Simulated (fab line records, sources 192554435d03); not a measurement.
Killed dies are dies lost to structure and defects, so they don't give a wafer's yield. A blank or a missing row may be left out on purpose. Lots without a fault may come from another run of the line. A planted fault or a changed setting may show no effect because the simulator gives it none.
Split-lot experiment | flow n5_finfet | 7 lots, 21 wafers read, on a route of 1938 steps

THE SPLIT
At N5_MOL_CONTACT_COAG_DESCUM_45 (chemistry O2, time 7 s), the setting time_s was moved away from the recipe's 7 s on 8 of the 21 wafers read, by -21.4% to +18.7%. The other wafers ran this setting at the recipe's value.

FROM THE SPLIT TO THE READING: what the file shows between them, 1 step
- N5_MOL_CONTACT_COAG_ETCH_65: etches underlayer in N2/H2, target depth 13 nm, time 10.4 s

THE READING
CAR-EUV_of_MOL_CONTACT_COAG_COAT_34.thk_nm (the simulator's own value, which no gauge read), in nm, at N5_MOL_CONTACT_COAG_ETCH_66 (etches SiARC in CF4, target depth 13 nm, time 21.7 s). The file gives no usual value for it. The 13 wafers here that ran the recipe average 16.9 nm, standard deviation 0.22 nm.

wafer  | tool, chamber at the split | time_s as run, s | against the recipe | CAR-EUV_of_MOL_CONTACT_COAG_COAT_34.thk_nm, nm | against lot-mates on the recipe
L074.1 | rie_diel-05, 0,2           | 8.03             | +14.7%             | 16.2                                           | -1.0
L074.2 | rie_diel-05, 1             | 7                | recipe             | 17.2                                           | -
L074.3 | rie_diel-05, 0,2           | 8.03             | +14.7%             | 16.4                                           | -0.8
L079.2 | rie_diel-04, 1,0,0         | 7                | recipe             | 16.6                                           | -
L079.4 | rie_diel-04, 1,0,0         | 7                | recipe             | 16.6                                           | -
L079.6 | rie_diel-04, 1,0,0         | 7                | recipe             | 16.6                                           | -
L083.2 | rie_diel-05, 3,2           | 5.5              | -21.4%             | 17.6                                           | +0.4
L083.4 | rie_diel-05, 3,2           | 5.5              | -21.4%             | 17.6                                           | +0.4
L083.3 | rie_diel-05, 1             | 7                | recipe             | 17.2                                           | -
L087.4 | rie_diel-01, 0             | 7                | recipe             | 16.8                                           | -
L087.5 | rie_diel-01, 3             | 7                | recipe             | 17                                             | -
L087.6 | rie_diel-01, 2             | 7.812            | +11.6%             | 16.4                                           | -0.5
L092.1 | rie_diel-05, 2,1           | 7                | recipe             | 16.8                                           | -
L092.3 | rie_diel-05, 2,1           | 7                | recipe             | 17.2                                           | -
L092.4 | rie_diel-05, 3             | 8.306            | +18.7%             | 16.2                                           | -0.8
L094.3 | rie_diel-05, 0             | 7                | recipe             | 16.8                                           | -
L094.5 | rie_diel-05, 3             | 7                | recipe             | 16.8                                           | -
L094.6 | rie_diel-05, 0             | 7                | recipe             | 16.8                                           | -
L095.1 | rie_diel-01, 0,2           | 7.708            | +10.1%             | 16.6                                           | -0.4
L095.4 | rie_diel-01, 0,2           | 7.708            | +10.1%             | 16.6                                           | -0.4
L095.3 | rie_diel-01, 2             | 7                | recipe             | 17                                             | -
Where a row lists several chambers, the file gives one row for several wafers and doesn't say which wafer went through which chamber.

THE FIT
A straight line over all 21 wafers: CAR-EUV_of_MOL_CONTACT_COAG_COAT_34.thk_nm changes by -0.0351 nm for each +1% of time_s; r = -0.89; the points scatter about the line by 0.18 nm.
The same after taking each lot's own level away (the mean of its wafers on the recipe; 21 wafers): -0.0339 nm for each +1%; r = -0.90; scatter 0.17 nm.
On that fit, the largest move of time_s shifts the reading by 0.73 nm.
The lots' own levels span 16.60 to 17.20 nm, that is 2.8 times the standard deviation above.
So the lot-to-lot level changes the slope little: the two slopes agree.
Check: with one of the wafers moved furthest among these (-21.4%) left out of the fit, the line predicts +0.752 nm for it against its lot-mates. It came out at +0.4 nm against them.

OTHER SPLITS ON THESE WAFERS
These wafers also went through other splits before the reading. Each is held against what the fit with the lots' levels taken away leaves over:
other split on the same wafers        | wafers away from the commonest value | r with CAR-EUV_of_MOL_CONTACT_COAG_COAT_34.thk_nm (lot level and that fit taken away)
N5_HKMG_FIN_EXPOSE_46 dose_mj         | 5                                    | -0.29
N5_HKMG_FIN_ETCH_54 source_w          | 8                                    | +0.20
N5_GATE_CUT_CMP_23 down_force_psi     | 6                                    | -0.19
N5_MOL_CONTACT_COAG_EXPOSE_05 dose_mj | 8                                    | +0.05
N5_MOL_CONTACT_COAG_ETCH_105 bias_w   | 7                                    | -0.25

THE WHOLE CHAIN: every reading that the file lists as answering this split, in the file's order
step                          | what it does                                                | reading                                                                                     | change (the file's fit)                | r (the file's)
N5_MOL_CONTACT_COAG_DESCUM_45 | chemistry O2, time 7 s                                      | CAR-EUV_of_MOL_CONTACT_COAG_COAT_34.thk_nm (the simulator's own value, which no gauge read) | -0.0346 nm for each +1% of the setting | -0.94
N5_MOL_CONTACT_COAG_ETCH_65   | etches underlayer in N2/H2, target depth 13 nm, time 10.4 s | CAR-EUV_of_MOL_CONTACT_COAG_COAT_34.thk_nm (the simulator's own value, which no gauge read) | -0.0378 nm for each +1% of the setting | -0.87
N5_MOL_CONTACT_COAG_ETCH_66   | etches SiARC in CF4, target depth 13 nm, time 21.7 s        | CAR-EUV_of_MOL_CONTACT_COAG_COAT_34.thk_nm (the simulator's own value, which no gauge read) | -0.037 nm for each +1% of the setting  | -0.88

THE FILE'S OWN FIT
CAR-EUV_of_MOL_CONTACT_COAG_COAT_34.thk_nm changes by -0.037 nm for each +1% of time_s, r = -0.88.
